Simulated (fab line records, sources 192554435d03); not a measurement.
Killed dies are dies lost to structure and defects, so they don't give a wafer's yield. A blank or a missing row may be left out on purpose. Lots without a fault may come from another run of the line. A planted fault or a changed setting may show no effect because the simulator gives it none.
Which tool did it? | flow n5_finfet | 10 lots, 30 wafers sampled, at 4 steps of a route of 1938

WHAT THE GAUGES READ, wafer by wafer
N5_BEOL_M2_OVL_MEAS_12.
lot  | measured     | on         | M2_OVL (nm)
L788 | day 6 19:47  | overlay-01 | -1.9 -0.9 -2.4
L789 | day 7 07:56  | overlay-02 | -0.6 -0.7 -1.1
L790 | day 7 20:56  | overlay-02 | -0.1 -0.1 -0.1
L796 | day 8 18:23  | overlay-02 | -0.7 -0.1 -1.0
L801 | day 10 19:17 | overlay-02 | -0.1 -0.3 -1.2
L803 | day 10 20:24 | overlay-01 | -1.3 -1.6 -0.7
L806 | day 11 09:02 | overlay-01 | 0.9 0.4 -0.1
L808 | day 11 21:58 | overlay-02 | 0.0 -0.3 0.4
L810 | day 12 07:10 | overlay-02 | -0.5 -0.5 -1.5
L809 | day 12 07:38 | overlay-01 | -1.9 -0.7 -2.4

WHICH TOOL RAN EACH LOT (tool, then ch and the chambers of the sampled wafers, then the start)
lot  | N5_BEOL_M1_SPUTTER_81        | N5_BEOL_M1_SPUTTER_92        | N5_BEOL_M2_PECVD_72
L788 | pvd_sputter-03, day 6 16:34  | pvd_sputter-03, day 6 17:27  | pecvd-04 ch 0,2, day 6 19:07
L789 | pvd_sputter-03, day 7 04:42  | pvd_sputter-03, day 7 05:35  | pecvd-03 ch 0,1, day 7 07:14
L790 | pvd_sputter-01, day 7 17:43  | pvd_sputter-01, day 7 18:35  | pecvd-02 ch 0,1, day 7 20:16
L796 | pvd_sputter-03, day 8 15:20  | pvd_sputter-03, day 8 16:13  | pecvd-02 ch 0,2, day 8 17:53
L801 | pvd_sputter-03, day 10 12:19 | pvd_sputter-03, day 10 13:12 | pecvd-02 ch 0,1,2, day 10 15:11
L803 | pvd_sputter-02, day 10 17:02 | pvd_sputter-02, day 10 17:55 | pecvd-02 ch 0,2, day 10 19:35
L806 | pvd_sputter-02, day 11 05:38 | pvd_sputter-02, day 11 06:31 | pecvd-03 ch 1,2, day 11 08:10
L808 | pvd_sputter-03, day 11 18:25 | pvd_sputter-03, day 11 19:17 | pecvd-03 ch 0,1, day 11 20:58
L810 | pvd_sputter-01, day 12 00:50 | pvd_sputter-01, day 12 01:43 | pecvd-04 ch 0,1,2, day 12 03:23
L809 | pvd_sputter-03, day 12 03:36 | pvd_sputter-03, day 12 04:29 | pecvd-04 ch 1,2, day 12 06:11
- N5_BEOL_M1_SPUTTER_81: material Cu, target thk 4.5 nm, time 8.29 s.
- N5_BEOL_M1_SPUTTER_92: material Cu, target thk 4.5 nm, time 8.29 s.
- N5_BEOL_M2_PECVD_72: deposits SiO2 from TEOS/O2, target thk 16 nm, time 18 s.

THE ANSWER, worked out from the rows above alone
Rule: what is usual is taken from the lots themselves. Put in order of their means at a reading, lots are off if they are a third of the lots or fewer, leave a main group of 4 or more, and stand apart from it by a gap of 3 or more times the standard deviation of the main group's means; of several such gaps the widest counts. A main group whose means are all the same, to the digits that the tables above print for the reading, isn't used. A lot without any number at a reading at which 4 lots or more have one is off too. The other lots that the step has rows for count as sound.
No lot is off at any reading shown: from this, nothing can be told.

WHAT THE SIMULATOR HAD PUT IN
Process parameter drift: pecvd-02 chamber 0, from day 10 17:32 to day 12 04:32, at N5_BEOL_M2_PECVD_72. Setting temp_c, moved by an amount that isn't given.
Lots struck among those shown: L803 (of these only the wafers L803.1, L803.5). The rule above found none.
